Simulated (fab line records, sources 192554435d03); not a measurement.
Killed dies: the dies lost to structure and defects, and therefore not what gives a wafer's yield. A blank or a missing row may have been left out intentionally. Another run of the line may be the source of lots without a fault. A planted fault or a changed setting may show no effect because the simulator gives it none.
fab line records    flow n5Finfet
record lots=6  wafers=18  lastDay=17
route steps=1938 shown BEOL_M5@1149 PASSIVATION@1936
lots untouched by any fault: they come from a run of this same line in which no faults occurred
startH: hours from the record's opening day to when the first of the lot's shown wafers began    waitH: hours from the lot's prior step to this one    " unchanged from the row above    L1.1+2: one row covering several wafers at once    - value missing, or start not given    * or withheld: withheld    < > ~ a bound
route shown NAME@n: NAME is a module with steps in the file, n the number in the route of the first one    usual: the fault-free wafers' mean and standard deviation    same: alike in all rows    chamber/n: place in a boat    sites: the reading at each site    _std_site: standard deviation across them    _edge_site: outer sites' mean less inner sites'    radiusMm: how far each site lies from the wafer's centre    mask NAME#n: copy n    behind: the last tool/chamber to shape the wafer    hold: reason for holding the lot/hours on hold/outcome of the hold    device: names the non-switching transistor (n, p or np)    end of line: at the end of the route, the tests of the same wafers    a step with no rows: only its recipe    killed: dies that structure and defects cost at the first sort, which is not the same as the wafer's yield    map: the dies of a wafer, with x for killed, . for not killed, _ for no die there
set.NAME: the setting as run; set.NAME@STEP: as run at that earlier step    model.NAME: the simulator's own value behind a step, which no gauge read
certain route steps with their lots: each step a table, each wafer a row
services: a tool's chamber out of use, with start hour (startH, from the record's first day; less than 0 if before it), hours out, and reason
## steps
# step N5_BEOL_M5_OVL_MEAS_29
# recipe pointsPerWafer=522
# usual V4_OVL=-0.3/0.76
# same pointsPerWafer=522
lot.wafer  tool        chamber  startH  waitH  V4_OVL[nm]
L734.2     overlay-01  0        192.20  0.0    -1.3
L734.4     "           0        "       "      -0.9
L734.6     "           0        "       "      0.0
L739.2     overlay-02  0        241.18  0.0    -0.2
L739.4     "           0        "       "      -0.7
L739.5     "           0        "       "      -0.2
L741.1     overlay-01  0        265.75  0.0    -1.4
L741.2     "           0        "       "      -0.3
L741.5     "           0        "       "      -1.3
L744.2     overlay-02  0        272.33  0.0    -0.1
L744.4     "           0        "       "      0.4
L744.6     "           0        "       "      -0.1
L748.3     overlay-02  0        289.09  0.0    -1.9
L748.4     "           0        "       "      -0.5
L748.5     "           0        "       "      -1.4
L751.3     overlay-01  0        305.40  0.0    -1.2
L751.4     "           0        "       "      0.2
L751.6     "           0        "       "      -0.7
# step N5_BEOL_M5_INSPECT_30
# recipe mode=adi  inspectInstrument=brightfield
# usual rawDefectCount=397/100
lot.wafer  tool              chamber  startH  waitH  rawDefectCount
L734.2     defectInspect-01  -        192.26  0.1    457
L734.4     "                 -        "       "      373
L734.6     "                 -        "       "      420
L739.2     defectInspect-01  -        241.24  0.0    314
L739.4     "                 -        "       "      307
L739.5     "                 -        "       "      288
L741.1     defectInspect-01  -        265.81  0.1    372
L741.2     "                 -        "       "      358
L741.5     "                 -        "       "      237
L744.2     defectInspect-02  -        272.38  0.0    375
L744.4     "                 -        "       "      435
L744.6     "                 -        "       "      360
L748.3     defectInspect-02  -        289.14  0.0    358
L748.4     "                 -        "       "      409
L748.5     "                 -        "       "      301
L751.3     defectInspect-02  -        305.45  0.0    332
L751.4     "                 -        "       "      432
L751.6     "                 -        "       "      382
# step N5_BEOL_M5_DESCUM_33
# recipe chemistry=O2  timeS=7  sourcePowerW=50  biasPowerW=20  pressureMtorr=20  rfFrequencyHz=2.712e+07  tempC=40  resist=CAR-EUV  o2FlowSccm=225
# usual drypumpMotorCurrentA=5.9/0.42  oesProductAu=0.75/0.055  rfVppV=243.3/1.2  showerheadPlenumPTorr=2.10/0.053  throttleValvePct=20.47/0.13
lot.wafer  tool        chamber  startH  waitH  drypumpMotorCurrentA  oesProductAu  rfHoursCounterH  rfVppV  showerheadPlenumPTorr  throttleValvePct
L734.2     rieDiel-03  1        192.74  0.5    6.0                   0.88          39               243.0   2.05                   20.33
L734.4     "           0        "       "      6.4                   0.73          207              243.4   2.06                   20.41
L734.6     "           0        "       "      6.4                   0.73          -                242.5   2.06                   20.42
L739.2     rieDiel-05  3        241.29  0.1    5.7                   0.83          71               245.1   2.20                   20.42
L739.4     "           0        "       "      5.2                   0.78          104              242.4   2.10                   20.65
L739.5     "           3        "       "      5.7                   0.83          -                244.3   2.20                   20.43
L741.1     rieDiel-05  3        265.84  0.0    5.7                   0.82          77               243.7   2.20                   20.43
L741.2     "           0        "       "      5.2                   0.78          112              242.7   2.10                   20.65
L741.5     "           1        "       "      5.8                   0.72          -                244.7   2.17                   20.55
L744.2     rieDiel-05  2        272.42  0.0    5.7                   0.71          226              242.9   2.15                   20.71
L744.4     "           0        "       "      5.2                   0.78          113              245.0   2.10                   20.66
L744.6     "           3        "       "      5.8                   0.83          -                246.3   2.20                   20.43
L748.3     rieDiel-03  3        289.32  0.2    5.6                   0.68          240              242.7   2.06                   20.57
L748.4     "           0        "       "      6.4                   0.70          235              242.6   2.05                   20.44
L748.5     "           1        "       "      6.0                   0.83          -                242.3   2.04                   20.37
L751.3     rieDiel-04  1        305.48  0.0    6.2                   0.73          181              242.2   2.08                   20.68
L751.4     "           2        "       "      6.5                   0.70          238              242.3   2.07                   20.42
L751.6     "           0        "       "      5.4                   0.82          -                245.5   2.21                   20.32
# step N5_BEOL_M5_ETCH_75
# recipe chemistry=N2/H2  target=underlayer  targetDepthA=65  maskMaterial=CAR-EUV  timeS=5.2  ionEnergyEv=200  pressureMtorr=30  sourceW=840  biasW=150  n2FlowSccm=200  h2FlowSccm=200  ends=cleared
# usual drypumpMotorCurrentA=6.0/0.42  etchRfOnTimeS=5.19/0.094  oesProductAu=0.64/0.048  rfFwdPowerW=819.4/2.7  rfVppV=524.1/2.1  showerheadPlenumPTorr=2.56/0.066  throttleValvePct=17.93/0.15
lot.wafer  tool        chamber  startH  waitH  drypumpMotorCurrentA  etchRfOnTimeS  oesProductAu  rfFwdPowerW  rfHoursCounterH  rfVppV  showerheadPlenumPTorr  throttleValvePct
L734.2     rieDiel-03  1        192.78  0.0    6.0                   5.03           0.75          823.6        39               522.4   2.49                   17.80
L734.4     "           0        "       "      6.3                   5.19           0.63          820.7        207              521.6   2.51                   17.89
L734.6     "           0        "       "      6.4                   5.11           0.62          816.7        -                522.4   2.51                   17.87
L739.2     rieDiel-05  3        241.33  0.0    5.7                   5.19           0.71          814.8        71               528.8   2.69                   17.92
L739.4     "           0        "       "      5.2                   5.22           0.66          818.8        104              523.5   2.56                   18.21
L739.5     "           3        "       "      5.7                   5.12           0.71          816.4        -                528.4   2.69                   17.92
L741.1     rieDiel-05  3        265.88  0.0    5.7                   5.06           0.70          817.6        77               527.8   2.69                   17.94
L741.2     "           0        "       "      5.2                   5.23           0.66          821.0        112              523.2   2.56                   18.23
L741.5     "           1        "       "      5.8                   5.21           0.61          824.4        -                525.6   2.63                   17.93
L744.2     rieDiel-05  2        272.45  0.0    5.7                   5.23           0.61          819.6        226              525.3   2.61                   18.14
L744.4     "           0        "       "      5.2                   5.14           0.67          818.8        113              523.6   2.56                   18.22
L744.6     "           3        "       "      5.7                   5.02           0.69          817.2        -                528.1   2.69                   17.93
L748.3     rieDiel-03  3        289.36  0.0    5.6                   5.09           0.58          817.0        240              521.8   2.51                   18.04
L748.4     "           0        "       "      6.3                   5.17           0.61          821.4        235              520.8   2.50                   17.91
L748.5     "           1        "       "      6.0                   5.06           0.72          816.3        -                521.7   2.47                   17.88
L751.3     rieDiel-04  1        305.52  0.0    6.2                   5.33           0.61          820.0        181              525.3   2.53                   18.13
L751.4     "           2        "       "      6.5                   5.26           0.60          818.7        238              522.0   2.51                   17.95
L751.6     "           0        "       "      5.4                   5.15           0.69          820.4        -                526.9   2.68                   17.71
# step N5_BEOL_M5_ETCH_67
# recipe chemistry=CF4  target=SiARC  targetDepthA=156  maskMaterial=CAR-EUV  timeS=26  ionEnergyEv=80  pressureMtorr=40  sourceW=545  biasW=36  Ar_flow_sccm=100  cf4FlowSccm=100  ends=cleared
# usual cf4FlowSccm=100.02/0.3  drypumpMotorCurrentA=5.9/0.42  etchRfOnTimeS=26.0/0.47  oesProductAu=0.64/0.048  rfFwdPowerW=531.8/1.7  rfVppV=184.1/1  showerheadPlenumPTorr=2.15/0.051  throttleValvePct=15.65/0.15
lot.wafer  tool        chamber  startH  waitH  cf4FlowSccm  drypumpMotorCurrentA  etchRfOnTimeS  oesProductAu  rfFwdPowerW  rfHoursCounterH  rfVppV  showerheadPlenumPTorr  throttleValvePct
L734.2     rieDiel-03  1        192.79  0.0    100.03       6.0                   25.2           0.76          531.1        39               184.0   2.09                   15.40
L734.4     "           0        "       "      100.27       6.3                   25.4           0.63          531.5        207              183.8   2.12                   15.70
L734.6     "           0        "       "      100.27       6.3                   25.8           0.62          535.0        -                183.8   2.12                   15.69
L739.2     rieDiel-05  3        241.34  0.0    99.96        5.7                   25.5           0.70          532.2        71               184.8   2.25                   15.57
L739.4     "           0        "       "      100.38       5.2                   26.6           0.67          533.8        104              183.8   2.16                   15.78
L739.5     "           3        "       "      99.97        5.7                   25.6           0.70          531.1        -                185.7   2.25                   15.56
L741.1     rieDiel-05  3        265.89  0.0    99.60        5.7                   25.8           0.70          529.9        77               185.3   2.24                   15.58
L741.2     "           0        "       "      100.02       5.2                   26.6           0.66          534.0        112              184.1   2.15                   15.81
L741.5     "           1        "       "      100.14       5.8                   26.4           0.60          532.7        -                186.7   2.21                   15.74
L744.2     rieDiel-05  2        272.47  0.0    100.10       5.7                   26.9           0.60          534.9        226              185.8   2.20                   15.92
L744.4     "           0        "       "      99.85        5.2                   26.5           0.66          534.3        113              183.8   2.15                   15.81
L744.6     "           3        "       "      99.45        5.7                   25.4           0.70          531.5        -                184.2   2.24                   15.60
L748.3     rieDiel-03  3        289.37  0.0    99.92        5.6                   26.0           0.57          530.4        240              181.9   2.11                   15.80
L748.4     "           0        "       "      99.76        6.3                   25.9           0.61          532.7        235              184.1   2.11                   15.75
L748.5     "           1        "       "      100.00       6.0                   25.3           0.72          531.3        -                182.6   2.08                   15.45
L751.3     rieDiel-04  1        305.54  0.0    99.63        6.2                   26.4           0.62          531.2        181              184.5   2.13                   15.85
L751.4     "           2        "       "      99.59        6.5                   26.1           0.60          531.4        238              182.9   2.11                   15.66
L751.6     "           0        "       "      100.41       5.4                   25.6           0.69          533.5        -                185.5   2.24                   15.46
# step N5_BEOL_M5_ETCH_68
# recipe chemistry=N2/H2  target=SOC  targetDepthA=800  overetchA=160  maskMaterial=SiARC  tempC=40  timeS=120  ionEnergyEv=200  pressureMtorr=30  sourceW=840  biasW=150  n2FlowSccm=200  h2FlowSccm=200
# step N5_BEOL_M5_STRIP_69
# recipe chemistry=N2/H2  tempC=40  n2FlowSccm=200  h2FlowSccm=200  rfFrequencyHz=6e+07
# step N5_BEOL_M5_STRIP_76
# recipe chemistry=N2/H2  tempC=40  n2FlowSccm=200  h2FlowSccm=200  rfFrequencyHz=6e+07
# step N5_BEOL_M5_VIA_ETCH_34
# recipe chemistry=C4F6/O2  target=SiCOH_lowk  targetDepthA=883  maskMaterial=SOC  taperDeg=4  timeS=39.2  ionEnergyEv=250  pressureMtorr=30  sourceW=345  biasW=185  Ar_flow_sccm=300  C4F6_flow_sccm=10  O2_flow_sccm=10
# usual drypumpMotorCurrentA=5.9/0.42  oesProductAu=0.75/0.056  rfFwdPowerW=341.3/1.2  rfVppV=666/4.3  showerheadPlenumPTorr=2.86/0.068  throttleValvePct=20.89/0.16
lot.wafer  tool        chamber  startH  waitH  drypumpMotorCurrentA  oesProductAu  rfFwdPowerW  rfHoursCounterH  rfVppV  showerheadPlenumPTorr  throttleValvePct
L734.2     rieDiel-03  1        192.92  0.0    6.0                   0.89          341.3        39               663     2.77                   20.69
L734.4     "           0        "       "      6.3                   0.73          340.5        207              664     2.81                   20.86
L734.6     "           0        "       "      6.4                   0.73          341.6        -                664     2.81                   20.85
L739.2     rieDiel-05  3        241.47  0.0    5.7                   0.83          341.9        71               670     2.99                   20.91
L739.4     "           0        "       "      5.2                   0.78          341.0        104              663     2.87                   21.18
L739.5     "           3        "       "      5.7                   0.82          340.5        -                669     2.99                   20.90
L741.1     rieDiel-05  3        266.02  0.0    5.8                   0.81          340.1        77               670     2.99                   20.89
L741.2     "           0        "       "      5.2                   0.78          341.1        112              662     2.87                   21.19
L741.5     "           1        "       "      5.8                   0.71          341.1        -                661     2.94                   20.95
L744.2     rieDiel-05  2        272.60  0.0    5.7                   0.70          342.0        226              671     2.92                   21.12
L744.4     "           0        "       "      5.2                   0.78          342.6        113              663     2.87                   21.21
L744.6     "           3        "       "      5.7                   0.83          340.7        -                671     2.99                   20.89
L748.3     rieDiel-03  3        289.50  0.0    5.6                   0.68          340.4        240              673     2.81                   21.02
L748.4     "           0        "       "      6.4                   0.71          342.1        235              664     2.80                   20.92
L748.5     "           1        "       "      6.0                   0.84          344.0        -                662     2.76                   20.72
L751.3     rieDiel-04  1        305.66  0.0    6.2                   0.72          340.5        181              666     2.83                   21.08
L751.4     "           2        "       "      6.5                   0.70          341.9        238              664     2.81                   20.83
L751.6     "           0        "       "      5.4                   0.81          340.8        -                670     2.98                   20.69
# step N5_BEOL_M5_STRIP_85
# recipe chemistry=C4F6/O2  resist=SiARC  rfFrequencyHz=6e+07
# step N5_BEOL_M5_STRIP_36
# recipe chemistry=N2/H2  powerW=450  tempC=40  pressureMtorr=20  rfFrequencyHz=6e+07  overashFraction=0.3  biasPowerW=7  h2Frac=0.5  n2FlowSccm=200  h2FlowSccm=200
# step N5_BEOL_M5_TRENCH_ETCH_37
# recipe chemistry=C4F6/O2  targetDepthA=716.52  target=SiCOH_lowk  timeS=24.7  ionEnergyEv=250  pressureMtorr=30  sourceW=345  biasW=185  Ar_flow_sccm=300  C4F6_flow_sccm=10  O2_flow_sccm=10
# usual drypumpMotorCurrentA=6.0/0.42  oesProductAu=0.75/0.056  rfFwdPowerW=340.1/1.1  rfVppV=666/4.1  showerheadPlenumPTorr=2.86/0.068  throttleValvePct=20.93/0.16
lot.wafer  tool        chamber  startH  waitH  drypumpMotorCurrentA  oesProductAu  rfFwdPowerW  rfHoursCounterH  rfVppV  showerheadPlenumPTorr  throttleValvePct
L734.2     rieDiel-03  1        -       -      6.0                   0.88          338.8        39               663     2.77                   20.74
L734.4     "           0        "       "      6.3                   0.73          341.5        207              664     2.81                   20.90
L734.6     "           0        "       "      6.4                   0.72          340.7        -                666     2.81                   20.90
L739.2     rieDiel-05  3        -       -      5.8                   0.83          340.6        71               670     2.99                   20.93
L739.4     "           0        "       "      5.2                   0.78          341.3        104              663     2.87                   21.20
L739.5     "           3        "       "      5.7                   0.82          340.1        -                672     2.99                   20.93
L741.1     rieDiel-05  3        -       -      5.7                   0.82          340.8        78               670     2.99                   20.93
L741.2     "           0        "       "      5.2                   0.77          340.4        112              663     2.87                   21.23
L741.5     "           1        "       "      5.8                   0.71          340.6        -                663     2.94                   21.00
L744.2     rieDiel-05  2        -       -      5.7                   0.71          341.9        226              672     2.92                   21.13
L744.4     "           0        "       "      5.2                   0.78          339.2        113              663     2.87                   21.23
L744.6     "           3        "       "      5.7                   0.82          337.9        -                671     2.99                   20.95
L748.3     rieDiel-03  3        -       -      5.6                   0.67          341.1        240              672     2.81                   21.09
L748.4     "           0        "       "      6.4                   0.71          338.7        235              664     2.80                   20.92
L748.5     "           1        "       "      6.0                   0.83          340.8        -                664     2.76                   20.78
L751.3     rieDiel-04  1        -       -      6.2                   0.73          341.2        181              665     2.83                   21.11
L751.4     "           2        "       "      6.5                   0.71          339.4        238              664     2.81                   20.86
L751.6     "           0        "       "      5.5                   0.81          339.5        -                668     2.98                   20.74
# step N5_BEOL_M5_ETCH_41
# recipe chemistry=CH3F/O2  target=SiCN  targetDepthA=315  taperDeg=2  timeS=56.7  ionEnergyEv=120  maskMaterial=TiN  pressureMtorr=30  sourceW=395  biasW=75  Ar_flow_sccm=150  CH3F_flow_sccm=30  O2_flow_sccm=20
# usual drypumpMotorCurrentA=5.9/0.42  oesProductAu=0.75/0.057  rfFwdPowerW=391.6/1.2  rfVppV=297.5/1.3  showerheadPlenumPTorr=2.01/0.051  throttleValvePct=16.35/0.15
lot.wafer  tool        chamber  startH  waitH  drypumpMotorCurrentA  oesProductAu  rfFwdPowerW  rfHoursCounterH  rfVppV  showerheadPlenumPTorr  throttleValvePct  model.etch.depthNm
L734.2     rieDiel-03  1        193.03  -      6.0                   0.90          392.6        39               296.6   1.95                   16.10             22.45
L734.4     "           0        "       "      6.4                   0.74          391.6        207              297.2   1.97                   16.35             21.65
L734.6     "           0        "       "      6.4                   0.73          392.8        -                295.9   1.97                   16.35             21.44
L739.2     rieDiel-05  3        241.58  -      5.7                   0.83          392.1        71               299.1   2.11                   16.33             21.9
L739.4     "           0        "       "      5.3                   0.78          393.5        104              297.7   2.02                   16.55             21.31
L739.5     "           3        "       "      5.7                   0.83          390.8        -                301.0   2.11                   16.31             21.87
L741.1     rieDiel-05  3        266.14  -      5.7                   0.86          485.0        78               279.1   2.11                   16.33             23.37
L741.2     "           0        "       "      5.2                   0.81          487.5        112              278.9   2.02                   16.58             22.71
L741.5     "           1        "       "      5.8                   0.74          485.9        -                277.7   2.07                   16.44             22.88
L744.2     rieDiel-05  2        272.71  -      5.7                   0.74          487.9        226              278.1   2.05                   16.59             23.11
L744.4     "           0        "       "      5.2                   0.82          486.2        113              277.3   2.02                   16.58             23.09
L744.6     "           3        "       "      5.7                   0.87          486.5        -                280.6   2.11                   16.32             23.99
L748.3     rieDiel-03  3        289.62  -      5.6                   0.68          392.4        240              296.0   1.97                   16.52             21.5
L748.4     "           0        "       "      6.4                   0.71          390.6        235              295.2   1.96                   16.41             21.38
L748.5     "           1        "       "      6.0                   0.83          391.1        -                296.6   1.94                   16.16             21.84
L751.3     rieDiel-04  1        305.78  -      6.2                   0.73          391.8        181              296.9   1.99                   16.54             21.16
L751.4     "           2        "       "      6.5                   0.70          392.9        238              296.3   1.97                   16.34             20.98
L751.6     "           0        "       "      5.4                   0.80          391.3        -                298.3   2.10                   16.15             21.37
# step N5_BEOL_M5_STRIP_91
# recipe chemistry=N2/H2  timeS=10  powerW=450  tempC=40  pressureMtorr=20  rfFrequencyHz=6e+07  biasPowerW=7  n2FlowSccm=200  h2FlowSccm=200
# step N5_PASSIVATION_PROBE_49
# usual defectLimitedYield=90.9/1.3  killed_at_M0_to_M3=35/10  killed_at_M4_up=15/5.7  killedAtContacts=14/6.4  killedAtFrontEnd=40/11  killedAtOther=4/3.1  killedDies=108/16  killedOpen=71/11  killedShort=34/7.7  sort_bin_5_function=5.4/0.9  sort_bin_6_memory=3.4/0.61  sortNPass=1072/16  sortYieldPct=90.9/1.3
# same grossDies=1180  killedAtBackSide=0  sort_bin_4_leakage[%]=0  sort_bin_8_speed[%]=0
lot.wafer  tool       chamber  startH  waitH  defectLimitedYield[%]  killed_at_M0_to_M3  killed_at_M4_up  killedAtContacts  killedAtFrontEnd  killedAtOther  killedDies  killedOpen  killedShort  sort_bin_5_function[%]  sort_bin_6_memory[%]  sortNPass  sortYieldPct[%]
L741.1     prober-02  -        370.53  0.0    88.6                   26                  16               19                66                7              134         92          41           6.5                     4.5                   1046       88.6
L741.2     prober-02  -        370.58  0.1    90.6                   37                  14               14                42                4              111         78          33           5.7                     3.6                   1069       90.6
L741.5     prober-02  -        370.73  0.2    92.5                   30                  9                7                 38                5              89          62          24           3.4                     3.9                   1091       92.5
# killed by level:class
L741.1 FIN_SAQP:geometricParticle:open=21 MOL_CONTACT_COAG:geometricParticle:open=14 STI_FIN_REVEAL:geometricParticle:open=13 FIN_SAQP:geometricParticle:short=9 BEOL_M4:geometricParticle:open=8 BEOL_M3:geometricParticle:short=7 MOL_CONTACT_COAG:geometricParticle:short=5 BEOL_M0_SAQP:geometricParticle:short=5
L741.2 MOL_CONTACT_COAG:geometricParticle:open=12 FIN_SAQP:geometricParticle:open=10 STI_FIN_REVEAL:geometricParticle:open=10 BEOL_M0_SAQP:geometricParticle:open=9 BEOL_M0_SAQP:geometricParticle:short=8 FIN_SAQP:geometricParticle:short=7 BEOL_M4:geometricParticle:open=7 BEOL_M3:geometricParticle:open=6
L741.5 STI_FIN_REVEAL:geometricParticle:open=14 BEOL_M3:geometricParticle:open=10 FIN_SAQP:geometricParticle:short=7 MOL_CONTACT_COAG:geometricParticle:open=7 BEOL_M2:geometricParticle:open=4 STARTING-WAFER:geometricParticle:open=4 FIN_SAQP:geometricParticle:open=3 BEOL_M2:geometricParticle:short=3
## services
tool        chamber  startH  hours  kind
rieDiel-03  1        235.73  2.8    repair
rieDiel-03  -        252.66  2.8    pm
rieDiel-04  3        264.39  11.2   repair
rieDiel-04  0        290.08  9.8    repair
## key
firstSign step=N5_BEOL_M5_ETCH_41  reading=rfFwdPowerW  direction=up  sigmas=78  usual=*  struck=*
effect step=N5_BEOL_M5_ETCH_41  reading=rfVppV  direction=down  sigmas=14  usual=297.5  struck=278.6
modelEffect step=N5_BEOL_M5_ETCH_41  value=etch.depthNm  without=21.39  struck=23.19
metAt N5_BEOL_M5_ETCH_41
struckWafers L741.1,L741.2,L741.5,L744.2,L744.4,L744.6
onsetBetween 241.58 266.14
fault kind=processParameterDrift  tool=rieDiel-05  chamber=-  onsetH=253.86  steps=N5_BEOL_M5_ETCH_41  channel=sourceW  offset=94.8  shape=step  endH=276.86  actsIn=theseRecipesOnly  stated=395
